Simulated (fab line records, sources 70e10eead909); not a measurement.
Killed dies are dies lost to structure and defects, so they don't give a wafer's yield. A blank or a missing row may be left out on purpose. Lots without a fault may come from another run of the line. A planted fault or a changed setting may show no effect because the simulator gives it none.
Which tool did it? | flow nand_harc | 24 lots, 72 wafers sampled, at 6 steps of a route of 1302

WHAT THE GAUGES READ, wafer by wafer
NHARC_P_M2_INSPECT_27. Usual: raw_defect_count 313, standard deviation 110.
lot  | measured     | on                | raw_defect_count | flag
L074 | day 6 19:12  | defect_inspect-01 | 276 333 287      |
L075 | day 7 00:59  | defect_inspect-01 | 327 497 270      |
L076 | day 7 05:49  | defect_inspect-02 | 416 225 163      |
L077 | day 7 22:43  | defect_inspect-01 | 155 215 179      |
L078 | day 8 07:10  | defect_inspect-01 | 369 323 350      |
L079 | day 8 11:50  | defect_inspect-01 | 269 240 181      |
L080 | day 9 03:41  | defect_inspect-01 | 177 232 179      |
L081 | day 9 05:02  | defect_inspect-01 | 447 302 625      |
L082 | day 9 15:27  | defect_inspect-02 | 294 365 244      |
L083 | day 10 05:20 | defect_inspect-02 | 285 483 351      |
L084 | day 10 19:12 | defect_inspect-01 | 307 249 218      |
L085 | day 10 22:02 | defect_inspect-01 | 270 281 306      |
L086 | day 11 15:59 | defect_inspect-01 | 262 313 310      |
L088 | day 12 14:00 | defect_inspect-02 | 392 584 544      |
L087 | day 12 14:49 | defect_inspect-01 | 280 353 279      |
L089 | day 12 15:45 | defect_inspect-01 | 244 224 247      |
L090 | day 13 05:25 | defect_inspect-01 | 245 235 242      |
L091 | day 13 15:08 | defect_inspect-01 | 217 240 145      |
L092 | day 14 02:25 | defect_inspect-02 | 444 334 302      |
L093 | day 14 06:11 | defect_inspect-01 | 407 251 295      |
L094 | day 14 20:38 | defect_inspect-01 | 287 264 245      |
L095 | day 15 07:17 | defect_inspect-01 | 716 189 362      |
L096 | day 15 11:53 | defect_inspect-01 | 708 393 398      |
L097 | day 16 03:54 | defect_inspect-01 | 221 203 236      |

WHICH TOOL RAN EACH LOT (tool, then ch and the chambers of the sampled wafers, then the start)
lot  | NHARC_P_CONTACT_CMP_01        | NHARC_P_CONTACT_DEGAS_38     | NHARC_P_M0_PRE_CLEAN_31         | NHARC_P_M1_PRE_CLEAN_32         | NHARC_P_M2_DESCUM_14
L074 | cmp-03 ch 0,1,2, day 6 02:50  | pvd_sputter-02, day 6 05:25  | pecvd-04 ch 0,2, day 6 10:33    | pecvd-03 ch 1,2, day 6 15:01    | rie_diel-01 ch 1,2,3, day 6 16:36
L075 | cmp-02 ch 0,2,3, day 6 07:55  | pvd_sputter-02, day 6 10:31  | pecvd-04 ch 0,1,2, day 6 15:48  | pecvd-03 ch 0,2, day 6 20:53    | rie_diel-01 ch 0,1,2, day 6 22:24
L076 | cmp-02 ch 0,2,3, day 6 13:42  | pvd_sputter-02, day 6 16:38  | pecvd-03 ch 0,1,2, day 6 21:38  | pecvd-03 ch 1,2, day 7 01:44    | rie_diel-01 ch 0,1,2, day 7 03:16
L077 | cmp-01 ch 1,2, day 7 06:47    | pvd_sputter-01, day 7 09:38  | pecvd-02 ch 0,1, day 7 14:40    | pecvd-03 ch 0,1,2, day 7 18:45  | rie_diel-09 ch 0,1,2, day 7 20:06
L078 | cmp-01 ch 1,2, day 7 14:45    | pvd_sputter-01, day 7 17:14  | pecvd-03 ch 0,2, day 7 22:29    | pecvd-04 ch 0,2, day 8 02:59    | rie_diel-02 ch 1,2, day 8 04:29
L079 | cmp-02 ch 0,1,2, day 7 19:57  | pvd_sputter-01, day 7 22:32  | pecvd-03 ch 0,1,2, day 8 03:36  | pecvd-02 ch 0,2, day 8 07:43    | rie_diel-01 ch 0,2, day 8 09:05
L080 | cmp-02 ch 0,1, day 8 11:43    | pvd_sputter-02, day 8 14:25  | pecvd-02 ch 0,1,2, day 8 19:32  | pecvd-04 ch 0,1,2, day 8 23:38  | rie_diel-09 ch 0,1,2, day 9 01:03
L081 | cmp-02 ch 1,3, day 8 12:35    | pvd_sputter-02, day 8 15:11  | pecvd-04 ch 0,1,2, day 8 20:52  | pecvd-02 ch 0,1,2, day 9 00:55  | rie_diel-02 ch 1,3, day 9 02:25
L082 | cmp-02 ch 0,1,2, day 8 23:21  | pvd_sputter-01, day 9 01:56  | pecvd-04 ch 0,1,2, day 9 07:14  | pecvd-03 ch 0,2, day 9 11:28    | rie_diel-02 ch 0,1,2, day 9 12:51
L083 | cmp-02 ch 0,1,2, day 9 13:12  | pvd_sputter-03, day 9 16:01  | pecvd-03 ch 0,1, day 9 21:07    | pecvd-04 ch 1,2, day 10 01:12   | rie_diel-01 ch 0,1, day 10 02:42
L084 | cmp-02 ch 0,1,2, day 10 03:05 | pvd_sputter-03, day 10 05:30 | pecvd-04 ch 0,1,2, day 10 10:42 | pecvd-03 ch 0,1,2, day 10 15:09 | rie_diel-02 ch 0,3, day 10 16:37
L085 | cmp-03 ch 0,1,3, day 10 05:50 | pvd_sputter-01, day 10 08:23 | pecvd-03 ch 0,2, day 10 13:32   | pecvd-04 ch 0,1, day 10 17:59   | rie_diel-02 ch 0,3, day 10 19:21
L086 | cmp-02 ch 0,1,2, day 10 23:56 | pvd_sputter-01, day 11 02:37 | pecvd-03 ch 0,1,2, day 11 07:49 | pecvd-03 ch 0,1, day 11 11:55   | rie_diel-01 ch 0,1,3, day 11 13:25
L088 | cmp-03 ch 1,2, day 11 22:02   | pvd_sputter-02, day 12 00:37 | pecvd-02 ch 0,1,2, day 12 05:38 | pecvd-03 ch 0,1,2, day 12 09:55 | rie_diel-01 ch 1,2, day 12 11:24
L087 | cmp-03 ch 0,2,3, day 11 22:51 | pvd_sputter-01, day 12 01:23 | pecvd-03 ch 0,1, day 12 06:31   | pecvd-03 ch 0,2, day 12 10:41   | rie_diel-09 ch 2,3, day 12 12:12
L089 | cmp-02 ch 1,2,3, day 11 23:38 | pvd_sputter-02, day 12 02:15 | pecvd-03 ch 0,1, day 12 07:22   | pecvd-03 ch 1,2, day 12 11:34   | rie_diel-09 ch 0,1,3, day 12 13:05
L090 | cmp-03 ch 0,1,3, day 12 13:34 | pvd_sputter-03, day 12 16:08 | pecvd-03 ch 0,1,2, day 12 21:08 | pecvd-03 ch 0,1, day 13 01:20   | rie_diel-01 ch 0,2,3, day 13 02:50
L091 | cmp-03 ch 0,2,3, day 12 23:12 | pvd_sputter-01, day 13 01:49 | pecvd-03 ch 0,1, day 13 06:57   | pecvd-04 ch 0,1,2, day 13 11:08 | rie_diel-01 ch 1,2,3, day 13 12:31
L092 | cmp-03 ch 0,2,3, day 13 09:54 | pvd_sputter-01, day 13 12:29 | pecvd-02 ch 0,2, day 13 17:35   | pecvd-04 ch 0,1,2, day 13 21:46 | rie_diel-02 ch 1,2,3, day 13 23:16
L093 | cmp-01 ch 0,1, day 13 14:05   | pvd_sputter-02, day 13 16:34 | pecvd-02 ch 0,1, day 13 21:43   | pecvd-04 ch 1,2, day 14 02:01   | rie_diel-01 ch 1,2, day 14 03:30
L094 | cmp-03 ch 1,2, day 14 04:26   | pvd_sputter-01, day 14 07:11 | pecvd-02 ch 1,2, day 14 12:14   | pecvd-02 ch 0,1,2, day 14 16:31 | rie_diel-01 ch 0,1,3, day 14 18:01
L095 | cmp-01 ch 1,2,3, day 14 14:43 | pvd_sputter-03, day 14 17:17 | pecvd-04 ch 0,1,2, day 14 22:24 | pecvd-04 ch 0,1,2, day 15 03:18 | rie_diel-02 ch 0,3, day 15 04:39
L096 | cmp-01 ch 0,2,3, day 14 18:49 | pvd_sputter-01, day 14 21:26 | pecvd-03 ch 0,2, day 15 03:34   | pecvd-03 ch 0,1,2, day 15 07:46 | rie_diel-02 ch 1,2,3, day 15 09:10
L097 | cmp-02 ch 0,3, day 15 11:22   | pvd_sputter-02, day 15 14:26 | pecvd-02 ch 0,1,2, day 15 19:39 | pecvd-02 ch 0,1, day 15 23:50   | rie_diel-01 ch 0,2,3, day 16 01:20
- NHARC_P_CONTACT_CMP_01: polishes SiO2, target thk 200 nm.
- NHARC_P_CONTACT_DEGAS_38: time 60 s.
- NHARC_P_M0_PRE_CLEAN_31: time 12 s.
- NHARC_P_M1_PRE_CLEAN_32: time 12 s.
- NHARC_P_M2_DESCUM_14: chemistry O2, time 3 s.

WHAT THE TOOLS THEMSELVES READ (means of the sampled wafers that have a number; where no wafer has one, the mark that the record gives instead)
NHARC_P_CONTACT_CMP_01. Usual: edge_zone_pressure_frac 1.000, standard deviation 0.0051; motor_current_A 12.3 A, standard deviation 1.2; slurry_flow_ml_min 150.0, standard deviation 0.43.
lot  | tool   | edge_zone_pressure_frac | motor_current_A (A) | slurry_flow_ml_min | flag
L074 | cmp-03 | 0.997                   | 11.8                | 149.9              |
L075 | cmp-02 | 1.004                   | 12.1                | 150.5              |
L076 | cmp-02 | 0.997                   | 12.2                | 150.4              |
L077 | cmp-01 | 1.001                   | 12.4                | 150.2              |
L078 | cmp-01 | 1.001                   | 11.8                | 149.5              |
L079 | cmp-02 | 1.006                   | 12.8                | 149.5              |
L080 | cmp-02 | 1.001                   | 13.4                | 150.1              |
L081 | cmp-02 | 0.997                   | 11.0                | 149.8              |
L082 | cmp-02 | 0.998                   | 12.8                | 149.9              |
L083 | cmp-02 | 0.999                   | 12.5                | 149.5              |
L084 | cmp-02 | 1.002                   | 13.0                | 150.2              |
L085 | cmp-03 | 1.002                   | 12.4                | 150.0              |
L086 | cmp-02 | 1.002                   | 13.3                | 150.1              |
L088 | cmp-03 | 1.006                   | 11.8                | 149.8              |
L087 | cmp-03 | 1.000                   | 12.9                | 149.6              |
L089 | cmp-02 | 1.001                   | 11.7                | 149.8              |
L090 | cmp-03 | 0.995                   | 12.4                | 150.2              |
L091 | cmp-03 | 1.001                   | 13.0                | 149.8              |
L092 | cmp-03 | 0.996                   | 13.0                | 150.3              |
L093 | cmp-01 | 0.998                   | 13.0                | 150.3              |
L094 | cmp-03 | 1.002                   | 11.2                | 150.2              |
L095 | cmp-01 | 0.998                   | 11.9                | 149.8              |
L096 | cmp-01 | 1.000                   | 11.9                | 150.2              |
L097 | cmp-02 | 1.002                   | 11.5                | 150.0              |

NHARC_P_CONTACT_DEGAS_38. Usual: heater_power_w 494 W, standard deviation 60.
lot  | tool           | heater_power_w (W) | flag
L074 | pvd_sputter-02 | 444                |
L075 | pvd_sputter-02 | 446                |
L076 | pvd_sputter-02 | 441                |
L077 | pvd_sputter-01 | 538                |
L078 | pvd_sputter-01 | 560                |
L079 | pvd_sputter-01 | 551                |
L080 | pvd_sputter-02 | 445                |
L081 | pvd_sputter-02 | 453                |
L082 | pvd_sputter-01 | 550                |
L083 | pvd_sputter-03 | 432                |
L084 | pvd_sputter-03 | 426                |
L085 | pvd_sputter-01 | 522                |
L086 | pvd_sputter-01 | 562                |
L088 | pvd_sputter-02 | 487                |
L087 | pvd_sputter-01 | 522                |
L089 | pvd_sputter-02 | 454                |
L090 | pvd_sputter-03 | 436                |
L091 | pvd_sputter-01 | 586                |
L092 | pvd_sputter-01 | 566                |
L093 | pvd_sputter-02 | 452                |
L094 | pvd_sputter-01 | 587                |
L095 | pvd_sputter-03 | 426                |
L096 | pvd_sputter-01 | 536                |
L097 | pvd_sputter-02 | 448                |

NHARC_P_M0_PRE_CLEAN_31. Usual: heater_power_w 619 W, standard deviation 87.
lot  | tool     | heater_power_w (W) | flag
L074 | pecvd-04 | 576                |
L075 | pecvd-04 | 557                |
L076 | pecvd-03 | 680                |
L077 | pecvd-02 | 629                |
L078 | pecvd-03 | 621                |
L079 | pecvd-03 | 681                |
L080 | pecvd-02 | 584                |
L081 | pecvd-04 | 611                |
L082 | pecvd-04 | 621                |
L083 | pecvd-03 | 664                |
L084 | pecvd-04 | 610                |
L085 | pecvd-03 | 613                |
L086 | pecvd-03 | 710                |
L088 | pecvd-02 | 554                |
L087 | pecvd-03 | 711                |
L089 | pecvd-03 | 720                |
L090 | pecvd-03 | 638                |
L091 | pecvd-03 | 705                |
L092 | pecvd-02 | 510                |
L093 | pecvd-02 | 613                |
L094 | pecvd-02 | 496                |
L095 | pecvd-04 | 587                |
L096 | pecvd-03 | 641                |
L097 | pecvd-02 | 567                |

NHARC_P_M1_PRE_CLEAN_32. Usual: heater_power_w 621 W, standard deviation 80.
lot  | tool     | heater_power_w (W) | flag
L074 | pecvd-03 | 653                |
L075 | pecvd-03 | 646                |
L076 | pecvd-03 | 658                |
L077 | pecvd-03 | 660                |
L078 | pecvd-04 | 647                |
L079 | pecvd-02 | 602                |
L080 | pecvd-04 | 567                |
L081 | pecvd-02 | 532                |
L082 | pecvd-03 | 672                |
L083 | pecvd-04 | 512                |
L084 | pecvd-03 | 639                |
L085 | pecvd-04 | 622                |
L086 | pecvd-03 | 720                |
L088 | pecvd-03 | 606                |
L087 | pecvd-03 | 638                |
L089 | pecvd-03 | 628                |
L090 | pecvd-03 | 679                |
L091 | pecvd-04 | 617                |
L092 | pecvd-04 | 614                |
L093 | pecvd-04 | 603                |
L094 | pecvd-02 | 542                |
L095 | pecvd-04 | 617                |
L096 | pecvd-03 | 631                |
L097 | pecvd-02 | 633                |

NHARC_P_M2_DESCUM_14. Usual: drypump_motor_current_A 5.8 A, standard deviation 0.47; oes_product_au 0.999 a.u., standard deviation 0.0082; rf_vpp_V 57.7 V, standard deviation 0.87; showerhead_plenum_p_Torr 1.90 Torr, standard deviation 0.075; throttle_valve_pct 11.312 %, standard deviation 0.0085.
lot  | tool        | drypump_motor_current_A (A) | oes_product_au (a.u.) | rf_vpp_V (V) | showerhead_plenum_p_Torr (Torr) | throttle_valve_pct (%) | flag
L074 | rie_diel-01 | 6.1                         | 0.999                 | 58.5         | 1.96                            | 11.313                 |
L075 | rie_diel-01 | 5.8                         | 0.991                 | 57.7         | 1.89                            | 11.317                 |
L076 | rie_diel-01 | 5.8                         | 0.998                 | 58.2         | 1.89                            | 11.313                 |
L077 | rie_diel-09 | 5.5                         | 0.999                 | 58.2         | 1.97                            | 11.316                 |
L078 | rie_diel-02 | 5.5                         | 0.995                 | 57.1         | 1.88                            | 11.314                 |
L079 | rie_diel-01 | 5.4                         | 1.001                 | 57.5         | 1.87                            | 11.308                 |
L080 | rie_diel-09 | 5.5                         | 1.001                 | 56.9         | 1.97                            | 11.308                 |
L081 | rie_diel-02 | 5.7                         | 0.991                 | 57.9         | 1.88                            | 11.316                 |
L082 | rie_diel-02 | 5.5                         | 0.997                 | 59.0         | 1.85                            | 11.313                 |
L083 | rie_diel-01 | 5.8                         | 0.998                 | 57.1         | 1.86                            | 11.311                 |
L084 | rie_diel-02 | 5.5                         | 0.999                 | 56.7         | 1.82                            | 11.312                 |
L085 | rie_diel-02 | 5.6                         | 1.003                 | 57.9         | 1.86                            | 11.314                 |
L086 | rie_diel-01 | 6.1                         | 1.001                 | 57.6         | 1.92                            | 11.312                 |
L088 | rie_diel-01 | 5.8                         | 0.993                 | 58.5         | 1.92                            | 11.315                 |
L087 | rie_diel-09 | 6.2                         | 1.009                 | 58.2         | 1.98                            | 11.321                 |
L089 | rie_diel-09 | 5.3                         | 1.003                 | 58.2         | 1.94                            | 11.304                 |
L090 | rie_diel-01 | 5.7                         | 0.998                 | 57.7         | 1.90                            | 11.308                 |
L091 | rie_diel-01 | 6.1                         | 0.995                 | 57.4         | 1.95                            | 11.314                 |
L092 | rie_diel-02 | 5.6                         | 0.995                 | 57.3         | 1.88                            | 11.308                 |
L093 | rie_diel-01 | 5.7                         | 0.992                 | 58.0         | 1.92                            | 11.325                 |
L094 | rie_diel-01 | 6.1                         | 0.998                 | 57.5         | 1.92                            | 11.309                 |
L095 | rie_diel-02 | 5.6                         | 0.994                 | 58.0         | 1.86                            | 11.316                 |
L096 | rie_diel-02 | 5.6                         | 0.992                 | 58.1         | 1.88                            | 11.322                 |
L097 | rie_diel-01 | 5.8                         | 0.998                 | 57.2         | 1.90                            | 11.310                 |

THE ANSWER, worked out from the rows above alone
Rule: a lot is off if the mean of its wafers that have a number lies more than 3 standard deviations from the usual mean. A lot without any number at a reading at which 4 lots or more have one is off too. The other lots that the step has rows for count as sound. The gauges are gone through in route order, then the tools' own readings, and for those a lot's mean is taken as printed above. The first step at which some lot is off is used, and at that step the reading that is off furthest; a lot without a number counts as furthest.
No lot is off at any reading shown: from this, nothing can be told.

WHAT THE SIMULATOR HAD PUT IN
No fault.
